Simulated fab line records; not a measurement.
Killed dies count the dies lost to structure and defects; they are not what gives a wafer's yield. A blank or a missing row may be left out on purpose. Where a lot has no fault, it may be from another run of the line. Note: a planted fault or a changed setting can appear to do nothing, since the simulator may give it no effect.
The tool behind it: which one? :: flow n5 finfet :: 10 lots, 30 wafers sampled, at 5 steps of a route of 1938

== WHAT THE GAUGES READ, wafer by wafer ==
N5_BEOL_M15_OVL_MEAS_11.
lot: L722
measured: day 11 20:00
on: overlay-02
V14_OVL (nm): 0 4 3

lot: L723
measured: day 11 21:05
on: overlay-02
V14_OVL (nm): 4 6 6

lot: L724
measured: day 12 01:40
on: overlay-02
V14_OVL (nm): 7 7 3

lot: L725
measured: day 12 11:06
on: overlay-01
V14_OVL (nm): 43 47 43

lot: L728
measured: day 13 13:34
on: overlay-02
V14_OVL (nm): -1 1 0

lot: L729
measured: day 13 23:31
on: overlay-01
V14_OVL (nm): 44 45 47

lot: L736
measured: day 15 05:43
on: overlay-01
V14_OVL (nm): 6 3 7

lot: L740
measured: day 16 06:59
on: overlay-02
V14_OVL (nm): 6 6 6

lot: L737
measured: day 16 08:33
on: overlay-02
V14_OVL (nm): 1 5 2

lot: L743
measured: day 17 11:38
on: overlay-01
V14_OVL (nm): 9 -1 4

== WHICH TOOL RAN EACH LOT (tool, then ch and the chambers of the sampled wafers, then the start) ==
lot: L722
N5_BEOL_M14_SPUTTER_44: pvd sputter-03, day 11 18:07
N5_BEOL_M14_SPUTTER_45: pvd sputter-03, day 11 18:12
N5_BEOL_M15_ILD_DEP_00: pecvd-02 ch 0,1,2, day 11 19:17
N5_BEOL_M15_EXPOSE_07: krf scanner-01 ch 0, day 11 19:48

lot: L723
N5_BEOL_M14_SPUTTER_44: pvd sputter-01, day 11 18:40
N5_BEOL_M14_SPUTTER_45: pvd sputter-01, day 11 18:44
N5_BEOL_M15_ILD_DEP_00: pecvd-02 ch 0,1,2, day 11 20:31
N5_BEOL_M15_EXPOSE_07: krf scanner-01 ch 0, day 11 20:53

lot: L724
N5_BEOL_M14_SPUTTER_44: pvd sputter-01, day 11 23:55
N5_BEOL_M14_SPUTTER_45: pvd sputter-01, day 11 23:59
N5_BEOL_M15_ILD_DEP_00: pecvd-04 ch 1,2, day 12 01:05
N5_BEOL_M15_EXPOSE_07: krf scanner-01 ch 0, day 12 01:28

lot: L725
N5_BEOL_M14_SPUTTER_44: pvd sputter-03, day 12 09:08
N5_BEOL_M14_SPUTTER_45: pvd sputter-03, day 12 09:13
N5_BEOL_M15_ILD_DEP_00: pecvd-02 ch 0,2, day 12 10:31
N5_BEOL_M15_EXPOSE_07: krf scanner-01 ch 0, day 12 10:53

lot: L728
N5_BEOL_M14_SPUTTER_44: pvd sputter-03, day 13 10:45
N5_BEOL_M14_SPUTTER_45: pvd sputter-03, day 13 10:50
N5_BEOL_M15_ILD_DEP_00: pecvd-03 ch 0,2, day 13 12:59
N5_BEOL_M15_EXPOSE_07: krf scanner-02 ch 0, day 13 13:22

lot: L729
N5_BEOL_M14_SPUTTER_44: pvd sputter-03, day 13 21:17
N5_BEOL_M14_SPUTTER_45: pvd sputter-03, day 13 21:22
N5_BEOL_M15_ILD_DEP_00: pecvd-03 ch 1,2, day 13 22:49
N5_BEOL_M15_EXPOSE_07: krf scanner-01 ch 0, day 13 23:19

lot: L736
N5_BEOL_M14_SPUTTER_44: pvd sputter-02, day 15 03:16
N5_BEOL_M14_SPUTTER_45: pvd sputter-02, day 15 03:20
N5_BEOL_M15_ILD_DEP_00: pecvd-04 ch 0, day 15 04:55
N5_BEOL_M15_EXPOSE_07: krf scanner-02 ch 0, day 15 05:31

lot: L740
N5_BEOL_M14_SPUTTER_44: pvd sputter-01, day 16 05:14
N5_BEOL_M14_SPUTTER_45: pvd sputter-01, day 16 05:19
N5_BEOL_M15_ILD_DEP_00: pecvd-04 ch 0,2, day 16 06:24
N5_BEOL_M15_EXPOSE_07: krf scanner-02 ch 0, day 16 06:47

lot: L737
N5_BEOL_M14_SPUTTER_44: pvd sputter-01, day 16 06:48
N5_BEOL_M14_SPUTTER_45: pvd sputter-01, day 16 06:53
N5_BEOL_M15_ILD_DEP_00: pecvd-04 ch 0,1,2, day 16 07:58
N5_BEOL_M15_EXPOSE_07: krf scanner-02 ch 0, day 16 08:21

lot: L743
N5_BEOL_M14_SPUTTER_44: pvd sputter-03, day 17 09:35
N5_BEOL_M14_SPUTTER_45: pvd sputter-03, day 17 09:40
N5_BEOL_M15_ILD_DEP_00: pecvd-03 ch 0,1, day 17 10:46
N5_BEOL_M15_EXPOSE_07: krf scanner-02 ch 0, day 17 11:25
- N5_BEOL_M14_SPUTTER_44: material Ta, target thk 15 nm, time 24.19 s.
- N5_BEOL_M14_SPUTTER_45: material Cu, target thk 100 nm, time 16.67 s.
- N5_BEOL_M15_ILD_DEP_00: deposits SiO2 from TEOS/O2, target thk 1629.3 nm, time 346.1 s.
- N5_BEOL_M15_EXPOSE_07: exposes mask V14.

== THE ANSWER, worked out from the rows above alone ==
Rule: usual is defined by the lots themselves. Put in order of their means at a reading, lots are off if they are a third of the lots or fewer, leave a main group of 4 or more, and stand apart from it by a gap of 3 or more times the standard deviation of the main group's means; of several such gaps the widest counts. If all means in a main group match to the digits the tables above print for the reading, that group is not used. Also off: a lot with no number at a reading for which 4 or more lots have one. The other lots that the step has rows for count as sound.
Off: L725, L729, at N5_BEOL_M15_OVL_MEAS_11 (V14_OVL). The main group has a mean of 4 nm with a standard deviation of 2.
A tool fits if, at a process step before that reading, it ran every lot that is off, and no sound lot after the first of them. Gauges at N5_BEOL_M15_OVL_MEAS_11: tried the same way as those tools. One candidate fits, namely krf scanner-01 at N5_BEOL_M15_EXPOSE_07. Its last sound lot is L724 (day 12 01:28), its first lot that is off L725 (day 12 10:53): a fault that began between those two fits.

== WHAT THE SIMULATOR HAD INSERTED ==
Scanner matching overlay: krf scanner-01, from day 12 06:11 on, at N5_BEOL_M15_EXPOSE_07. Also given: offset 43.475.
Shown lots that were struck: L725, L729. The rule above found the same.
